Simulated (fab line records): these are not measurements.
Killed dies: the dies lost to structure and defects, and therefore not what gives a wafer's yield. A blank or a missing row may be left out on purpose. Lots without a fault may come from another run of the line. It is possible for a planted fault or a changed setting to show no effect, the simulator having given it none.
Split-lot study    flow n5-finfet    7 lots, 21 wafers read, on a route of 1938 steps

## ABOUT THE SPLIT
At N5_PMOS_HMC_CHANNEL_EPI_PEB_07 (peb time 60 s), the setting peb-temp-c was moved away from the recipe's 110 C on 4 of the 21 wafers read, by -2.4% to +2.5%. For the rest of the wafers, this setting stayed at what the recipe calls for.

## FROM SPLIT TO READING: 1 step shown by the file between the two
- N5_PMOS_HMC_CHANNEL_EPI_DEVELOP_08: develop time 30 s

## THE READING
cd-nm at N5_PMOS_HMC_CHANNEL_EPI_CD_MEAS_09, given in nm (cd target 237.4 nm). Typical for fault-free wafers on this fab line: 238.0 nm, with standard deviation 0.96 nm.

wafer   tool, chamber at the split  peb-temp-c as run, C  against the recipe  cd-nm, nm  against lot-mates on the recipe
L086.3  litho-track-05, 0           107.5                 -2.3%               231.6      -6.7
L086.4  litho-track-05, 0           110                   recipe              238.3      -
L086.6  litho-track-05, 0           107.5                 -2.3%               228.7      -9.6
L087.1  litho-track-03, 0           110                   recipe              237.8      -
L087.3  litho-track-03, 0           110                   recipe              237.5      -
L087.6  litho-track-03, 0           110                   recipe              237.2      -
L088.3  litho-track-05, 0           107.4                 -2.4%               230.6      -8.8
L088.4  litho-track-05, 0           110                   recipe              239.7      -
L088.5  litho-track-05, 0           110                   recipe              239.0      -
L090.1  litho-track-03, 0           112.7                 +2.5%               245.7      +8.2
L090.5  litho-track-03, 0           110                   recipe              237.9      -
L090.6  litho-track-03, 0           110                   recipe              237.1      -
L093.2  litho-track-02, 0           110                   recipe              237.6      -
L093.4  litho-track-02, 0           110                   recipe              236.8      -
L093.5  litho-track-02, 0           110                   recipe              236.6      -
L096.1  litho-track-02, 0           110                   recipe              239.3      -
L096.2  litho-track-02, 0           110                   recipe              238.8      -
L096.6  litho-track-02, 0           110                   recipe              239.6      -
L097.4  litho-track-02, 0           110                   recipe              239.8      -
L097.5  litho-track-02, 0           110                   recipe              238.2      -
L097.6  litho-track-02, 0           110                   recipe              238.1      -

THE FIT
A straight line over all 21 wafers: cd-nm changes by +3.31 nm for each +1% of peb-temp-c; r = +0.96; the points scatter about the line by 1.1 nm.
The same after taking each lot's own level away (the mean of its wafers on the recipe; 21 wafers): +3.54 nm for each +1%; r = +0.99; scatter 0.65 nm.
Per that fit: largest peb-temp-c move, reading shift of 8.7 nm.
The span of the lots' own levels, 237.00 to 239.35 nm, comes to 2.4 times the standard deviation stated above.
So the lot-to-lot level changes the slope little: the two slopes agree.
Check: with one of the wafers moved furthest among these (+2.5%) left out of the fit, the line predicts +8.9 nm for it against its lot-mates. Against them it came out at +8.2 nm.

## OTHER SPLITS APPLIED TO THESE WAFERS
Before the reading, these wafers also passed through other splits. Each is held against what the fit with the lots' levels taken away leaves over:
other split on the same wafers   wafers away from the commonest value  r with cd-nm (lot level and that fit taken away)
N5_ZERO_LAYER_EXPOSE_08 dose-mj  10                                    +0.07

## THE WHOLE CHAIN: every reading that the file lists as answering this split, in the file's order
step                                what it does                                                            reading                                                                      change (the file's fit)               r (the file's)
N5_PMOS_HMC_CHANNEL_EPI_CD_MEAS_09  target cd 237.4 nm                                                      cd-nm                                                                        +3.54 nm for each +1% of the setting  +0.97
N5_PMOS_HMC_CHANNEL_EPI_DESCUM_14   chemistry O2, time 7.9 s                                                PMOS_HMC_CHANNEL_EPI.cd-nm (the simulator's own value, which no gauge read)  +3.53 nm for each +1% of the setting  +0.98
N5_PMOS_HMC_CHANNEL_EPI_ETCH_32     etches BARC in N2/H2, stops on SiO2, target depth 85.8 nm, time 50.3 s  PMOS_HMC_CHANNEL_EPI.cd-nm (the simulator's own value, which no gauge read)  +3.67 nm for each +1% of the setting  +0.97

## FILE'S OWN FIT
cd-nm changes by +3.54 nm for each +1% of peb-temp-c, r = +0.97.
